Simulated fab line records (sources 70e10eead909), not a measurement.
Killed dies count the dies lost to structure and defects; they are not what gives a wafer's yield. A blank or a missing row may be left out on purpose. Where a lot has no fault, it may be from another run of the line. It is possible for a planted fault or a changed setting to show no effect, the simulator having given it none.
Which tool did it? :: flow nand harc :: 72 wafers from 24 lots sampled at 4 of the route's 1302 steps

WHAT EACH GAUGE READ, for each wafer
NHARC_A_START_INSPECT_01.
lot: L074
measured: day 7 01:14
on: defect inspect-01
raw defect count: 5 5 2

lot: L076
measured: day 7 16:56
on: defect inspect-01
raw defect count: 5 4 2

lot: L075
measured: day 7 17:34
on: defect inspect-01
raw defect count: 6 4 2

lot: L077
measured: day 7 22:49
on: defect inspect-02
raw defect count: 3 3 3

lot: L078
measured: day 8 11:49
on: defect inspect-01
raw defect count: 2 3 1

lot: L079
measured: day 8 19:06
on: defect inspect-02
raw defect count: 1 7 3

lot: L080
measured: day 9 02:48
on: defect inspect-02
raw defect count: 3 6 1

lot: L081
measured: day 9 14:04
on: defect inspect-02
raw defect count: 2 4 2

lot: L082
measured: day 10 02:38
on: defect inspect-02
raw defect count: 2 2 4

lot: L083
measured: day 10 10:00
on: defect inspect-02
raw defect count: 1 2 6

lot: L084
measured: day 11 00:22
on: defect inspect-01
raw defect count: 4 6 5

lot: L085
measured: day 11 04:34
on: defect inspect-01
raw defect count: 2 3 2

lot: L086
measured: day 11 18:10
on: defect inspect-02
raw defect count: 2 3 4

lot: L087
measured: day 12 02:21
on: defect inspect-02
raw defect count: 4 5 2

lot: L088
measured: day 12 19:56
on: defect inspect-01
raw defect count: 6 3 1

lot: L089
measured: day 12 21:14
on: defect inspect-01
raw defect count: 1 2 2

lot: L090
measured: day 13 10:50
on: defect inspect-01
raw defect count: 3 5 2

lot: L091
measured: day 13 11:51
on: defect inspect-01
raw defect count: 3 1 8

lot: L092
measured: day 14 20:52
on: defect inspect-02
raw defect count: 6 6 5

lot: L093
measured: day 14 21:16
on: defect inspect-01
raw defect count: 7 0 5

lot: L094
measured: day 15 03:07
on: defect inspect-02
raw defect count: 3 6 1

lot: L095
measured: day 15 15:32
on: defect inspect-01
raw defect count: 3 3 4

lot: L096
measured: day 16 01:07
on: defect inspect-02
raw defect count: 1 2 4

lot: L097
measured: day 16 09:12
on: defect inspect-02
raw defect count: 3 3 3

NHARC_A_ZERO_WELL_INSPECT_17.
lot: L074
measured: day 7 03:24
on: defect inspect-02
raw defect count: 8 8 10

lot: L076
measured: day 7 19:19
on: defect inspect-02
raw defect count: 11 11 8

lot: L075
measured: day 7 19:53
on: defect inspect-01
raw defect count: 3 13 23

lot: L077
measured: day 8 01:06
on: defect inspect-01
raw defect count: 9 10 6

lot: L078
measured: day 8 13:59
on: defect inspect-02
raw defect count: 5 4 5

lot: L079
measured: day 8 21:27
on: defect inspect-02
raw defect count: 3 7 8

lot: L080
measured: day 9 05:11
on: defect inspect-01
raw defect count: 11 13 6

lot: L081
measured: day 9 16:23
on: defect inspect-01
raw defect count: 15 4 8

lot: L082
measured: day 10 04:56
on: defect inspect-01
raw defect count: 6 7 5

lot: L083
measured: day 10 12:19
on: defect inspect-01
raw defect count: 9 7 11

lot: L084
measured: day 11 02:43
on: defect inspect-02
raw defect count: 10 15 10

lot: L085
measured: day 11 06:54
on: defect inspect-02
raw defect count: 10 10 7

lot: L086
measured: day 11 20:28
on: defect inspect-01
raw defect count: 5 13 7

lot: L087
measured: day 12 04:40
on: defect inspect-02
raw defect count: 10 7 7

lot: L088
measured: day 12 22:24
on: defect inspect-02
raw defect count: 21 14 7

lot: L089
measured: day 12 23:32
on: defect inspect-02
raw defect count: 18 13 16

lot: L090
measured: day 13 13:02
on: defect inspect-02
raw defect count: 12 6 8

lot: L091
measured: day 13 14:13
on: defect inspect-02
raw defect count: 5 9 10

lot: L092
measured: day 14 23:23
on: defect inspect-02
raw defect count: 7 19 20

lot: L093
measured: day 15 00:49
on: defect inspect-01
raw defect count: 10 2 9

lot: L094
measured: day 15 05:36
on: defect inspect-01
raw defect count: 28 13 16

lot: L095
measured: day 15 17:43
on: defect inspect-01
raw defect count: 6 13 6

lot: L096
measured: day 16 03:18
on: defect inspect-02
raw defect count: 22 26 28

lot: L097
measured: day 16 12:00
on: defect inspect-01
raw defect count: 5 14 7

NHARC_A_ONON_D1_THK_MEAS_24: measures by ellipsometry.
lot: L074
measured: day 8 12:37
on: film metro-02
thk nm (nm): 1016 1015 1014

lot: L076
measured: day 9 06:01
on: film metro-02
thk nm (nm): 996 997 997

lot: L075
measured: day 9 06:22
on: film metro-02
thk nm (nm): 981 981 981

lot: L077
measured: day 9 11:05
on: film metro-01
thk nm (nm): 1011 1013 1013

lot: L078
measured: day 9 22:23
on: film metro-01
thk nm (nm): 998 996 997

lot: L079
measured: day 10 08:31
on: film metro-02
thk nm (nm): 999 998 998

lot: L080
measured: day 10 14:45
on: film metro-01
thk nm (nm): 999 998 1000

lot: L081
measured: day 11 03:13
on: film metro-02
thk nm (nm): 1008 1006 1007

lot: L082
measured: day 11 13:46
on: film metro-01
thk nm (nm): 999 999 997

lot: L083
measured: day 11 20:37
on: film metro-02
thk nm (nm): 1002 1003 1000

lot: L084
measured: day 12 10:44
on: film metro-01
thk nm (nm): 984 987 987

lot: L085
measured: day 12 16:20
on: film metro-01
thk nm (nm): 1011 1010 1010

lot: L086
measured: day 13 07:25
on: film metro-02
thk nm (nm): 1024 1024 1026

lot: L087
measured: day 13 12:23
on: film metro-01
thk nm (nm): 1003 1003 1004

lot: L088
measured: day 14 11:13
on: film metro-02
thk nm (nm): 993 992 994

lot: L089
measured: day 14 11:21
on: film metro-01
thk nm (nm): 991 991 991

lot: L090
measured: day 14 21:44
on: film metro-02
thk nm (nm): 1005 1006 1007

lot: L091
measured: day 14 21:44
on: film metro-01
thk nm (nm): 1022 1020 1023

lot: L092
measured: day 16 07:32
on: film metro-01
thk nm (nm): 999 999 1000

lot: L093
measured: day 16 07:24
on: film metro-02
thk nm (nm): 1010 1009 1010

lot: L094
measured: day 16 16:41
on: film metro-01
thk nm (nm): 1011 1009 1010

lot: L095
measured: day 17 04:46
on: film metro-02
thk nm (nm): 1018 1018 1020

lot: L096
measured: day 17 11:56
on: film metro-01
thk nm (nm): 1004 1004 1005

lot: L097
measured: day 18 01:10
on: film metro-01
thk nm (nm): 1006 1007 1008

WHAT TOOL EACH LOT RAN ON (gives the tool, then ch and the chambers of the sampled wafers, and finally the start)
lot: L074
NHARC_A_ZERO_WELL_DESCUM_12: rie diel-08 ch 0,1,2, day 7 02:07

lot: L076
NHARC_A_ZERO_WELL_DESCUM_12: rie diel-04 ch 0,2,3, day 7 17:57

lot: L075
NHARC_A_ZERO_WELL_DESCUM_12: rie diel-13 ch 0,1,3, day 7 18:35

lot: L077
NHARC_A_ZERO_WELL_DESCUM_12: rie diel-04 ch 0,2,3, day 7 23:43

lot: L078
NHARC_A_ZERO_WELL_DESCUM_12: rie diel-08 ch 0,1,3, day 8 12:41

lot: L079
NHARC_A_ZERO_WELL_DESCUM_12: rie diel-13 ch 1,2,3, day 8 20:06

lot: L080
NHARC_A_ZERO_WELL_DESCUM_12: rie diel-04 ch 0,3, day 9 03:47

lot: L081
NHARC_A_ZERO_WELL_DESCUM_12: rie diel-08 ch 0,1, day 9 15:03

lot: L082
NHARC_A_ZERO_WELL_DESCUM_12: rie diel-08 ch 0,1,3, day 10 03:38

lot: L083
NHARC_A_ZERO_WELL_DESCUM_12: rie diel-04 ch 0,1,3, day 10 11:00

lot: L084
NHARC_A_ZERO_WELL_DESCUM_12: rie diel-04 ch 0,2,3, day 11 01:22

lot: L085
NHARC_A_ZERO_WELL_DESCUM_12: rie diel-04 ch 0,3, day 11 05:34

lot: L086
NHARC_A_ZERO_WELL_DESCUM_12: rie diel-13 ch 0,1,3, day 11 19:10

lot: L087
NHARC_A_ZERO_WELL_DESCUM_12: rie diel-08 ch 0,3, day 12 03:23

lot: L088
NHARC_A_ZERO_WELL_DESCUM_12: rie diel-08 ch 1,2, day 12 20:56

lot: L089
NHARC_A_ZERO_WELL_DESCUM_12: rie diel-08 ch 0,1,2, day 12 22:14

lot: L090
NHARC_A_ZERO_WELL_DESCUM_12: rie diel-08 ch 1,2, day 13 11:43

lot: L091
NHARC_A_ZERO_WELL_DESCUM_12: rie diel-08 ch 1,2, day 13 12:51

lot: L092
NHARC_A_ZERO_WELL_DESCUM_12: rie diel-08 ch 0,1,3, day 14 21:53

lot: L093
NHARC_A_ZERO_WELL_DESCUM_12: rie diel-13 ch 2,3, day 14 22:20

lot: L094
NHARC_A_ZERO_WELL_DESCUM_12: rie diel-08 ch 0,2,3, day 15 04:07

lot: L095
NHARC_A_ZERO_WELL_DESCUM_12: rie diel-08 ch 1,2, day 15 16:25

lot: L096
NHARC_A_ZERO_WELL_DESCUM_12: rie diel-08 ch 0,3, day 16 02:00

lot: L097
NHARC_A_ZERO_WELL_DESCUM_12: rie diel-04 ch 2,3, day 16 10:41
- NHARC_A_ZERO_WELL_DESCUM_12: chemistry O2, time 3 s.

AS READ BY THE TOOLS THEMSELVES (means over the sampled wafers that have a number; for cases with no such wafer, the mark the record gives instead)
NHARC_A_ZERO_WELL_DESCUM_12.
lot: L074
tool: rie diel-08
drypump motor current A (A): 5.53
oes product au (a.u.): 1.001
rf vpp V (V): 57.7
showerhead plenum p Torr (Torr): 1.85
throttle valve pct (%): 11.309

lot: L076
tool: rie diel-04
drypump motor current A (A): 5.95
oes product au (a.u.): 1.001
rf vpp V (V): 57.4
showerhead plenum p Torr (Torr): 1.89
throttle valve pct (%): 11.296

lot: L075
tool: rie diel-13
drypump motor current A (A): 5.78
oes product au (a.u.): 1.000
rf vpp V (V): 58.1
showerhead plenum p Torr (Torr): 1.89
throttle valve pct (%): 11.314

lot: L077
tool: rie diel-04
drypump motor current A (A): 5.93
oes product au (a.u.): 0.997
rf vpp V (V): 57.8
showerhead plenum p Torr (Torr): 1.88
throttle valve pct (%): 11.310

lot: L078
tool: rie diel-08
drypump motor current A (A): 5.41
oes product au (a.u.): 0.995
rf vpp V (V): 57.6
showerhead plenum p Torr (Torr): 1.84
throttle valve pct (%): 11.314

lot: L079
tool: rie diel-13
drypump motor current A (A): 6.05
oes product au (a.u.): 0.998
rf vpp V (V): 58.2
showerhead plenum p Torr (Torr): 1.96
throttle valve pct (%): 11.313

lot: L080
tool: rie diel-04
drypump motor current A (A): 5.79
oes product au (a.u.): 1.005
rf vpp V (V): 57.9
showerhead plenum p Torr (Torr): 1.90
throttle valve pct (%): 11.311

lot: L081
tool: rie diel-08
drypump motor current A (A): 5.39
oes product au (a.u.): 1.006
rf vpp V (V): 58.2
showerhead plenum p Torr (Torr): 1.84
throttle valve pct (%): 11.304

lot: L082
tool: rie diel-08
drypump motor current A (A): 5.43
oes product au (a.u.): 1.013
rf vpp V (V): 57.9
showerhead plenum p Torr (Torr): 1.84
throttle valve pct (%): 11.314

lot: L083
tool: rie diel-04
drypump motor current A (A): 5.75
oes product au (a.u.): 1.003
rf vpp V (V): 57.7
showerhead plenum p Torr (Torr): 1.93
throttle valve pct (%): 11.309

lot: L084
tool: rie diel-04
drypump motor current A (A): 5.94
oes product au (a.u.): 1.000
rf vpp V (V): 57.7
showerhead plenum p Torr (Torr): 1.88
throttle valve pct (%): 11.310

lot: L085
tool: rie diel-04
drypump motor current A (A): 5.79
oes product au (a.u.): 1.007
rf vpp V (V): 57.8
showerhead plenum p Torr (Torr): 1.94
throttle valve pct (%): 11.313

lot: L086
tool: rie diel-13
drypump motor current A (A): 5.77
oes product au (a.u.): 1.006
rf vpp V (V): 57.0
showerhead plenum p Torr (Torr): 1.88
throttle valve pct (%): 11.303

lot: L087
tool: rie diel-08
drypump motor current A (A): 5.33
oes product au (a.u.): 1.000
rf vpp V (V): 57.9
showerhead plenum p Torr (Torr): 1.86
throttle valve pct (%): 11.308

lot: L088
tool: rie diel-08
drypump motor current A (A): 5.67
oes product au (a.u.): 1.002
rf vpp V (V): 58.3
showerhead plenum p Torr (Torr): 1.86
throttle valve pct (%): 11.310

lot: L089
tool: rie diel-08
drypump motor current A (A): 5.52
oes product au (a.u.): 1.011
rf vpp V (V): 57.7
showerhead plenum p Torr (Torr): 1.85
throttle valve pct (%): 11.315

lot: L090
tool: rie diel-08
drypump motor current A (A): 5.65
oes product au (a.u.): 1.001
rf vpp V (V): 58.2
showerhead plenum p Torr (Torr): 1.83
throttle valve pct (%): 11.305

lot: L091
tool: rie diel-08
drypump motor current A (A): 5.63
oes product au (a.u.): 1.000
rf vpp V (V): 57.8
showerhead plenum p Torr (Torr): 1.83
throttle valve pct (%): 11.300

lot: L092
tool: rie diel-08
drypump motor current A (A): 5.42
oes product au (a.u.): 1.006
rf vpp V (V): 56.9
showerhead plenum p Torr (Torr): 1.84
throttle valve pct (%): 11.311

lot: L093
tool: rie diel-13
drypump motor current A (A): 6.26
oes product au (a.u.): 0.999
rf vpp V (V): 58.6
showerhead plenum p Torr (Torr): 1.99
throttle valve pct (%): 11.311

lot: L094
tool: rie diel-08
drypump motor current A (A): 5.45
oes product au (a.u.): 1.000
rf vpp V (V): 57.1
showerhead plenum p Torr (Torr): 1.88
throttle valve pct (%): 11.310

lot: L095
tool: rie diel-08
drypump motor current A (A): 5.67
oes product au (a.u.): 1.001
rf vpp V (V): 57.3
showerhead plenum p Torr (Torr): 1.86
throttle valve pct (%): 11.310

lot: L096
tool: rie diel-08
drypump motor current A (A): 5.35
oes product au (a.u.): 0.989
rf vpp V (V): 57.8
showerhead plenum p Torr (Torr): 1.86
throttle valve pct (%): 11.314

lot: L097
tool: rie diel-04
drypump motor current A (A): 6.06
oes product au (a.u.): 0.998
rf vpp V (V): 57.2
showerhead plenum p Torr (Torr): 1.86
throttle valve pct (%): 11.315

THE ANSWER, worked out from the rows above alone
Rule: usual is defined by the lots themselves. Put in order of their means at a reading, lots are off if they are a third of the lots or fewer, leave a main group of 4 or more, and stand apart from it by a gap of 3 or more times the standard deviation of the main group's means; of several such gaps the widest counts. If all means in a main group match to the digits the tables above print for the reading, that group is not used. A lot without any number at a reading at which 4 lots or more have one is off too. All remaining lots with rows at the step are treated as sound. Order of review: gauges by route order, followed by the tools' own readings, for which a lot's mean as printed above is used. At the first step where some lot is off, the reading lying furthest off is the one used; lots without a number count as furthest.
No lot is off on any of the readings shown, so nothing can be concluded from this.

WHAT THE SIMULATOR PUT IN
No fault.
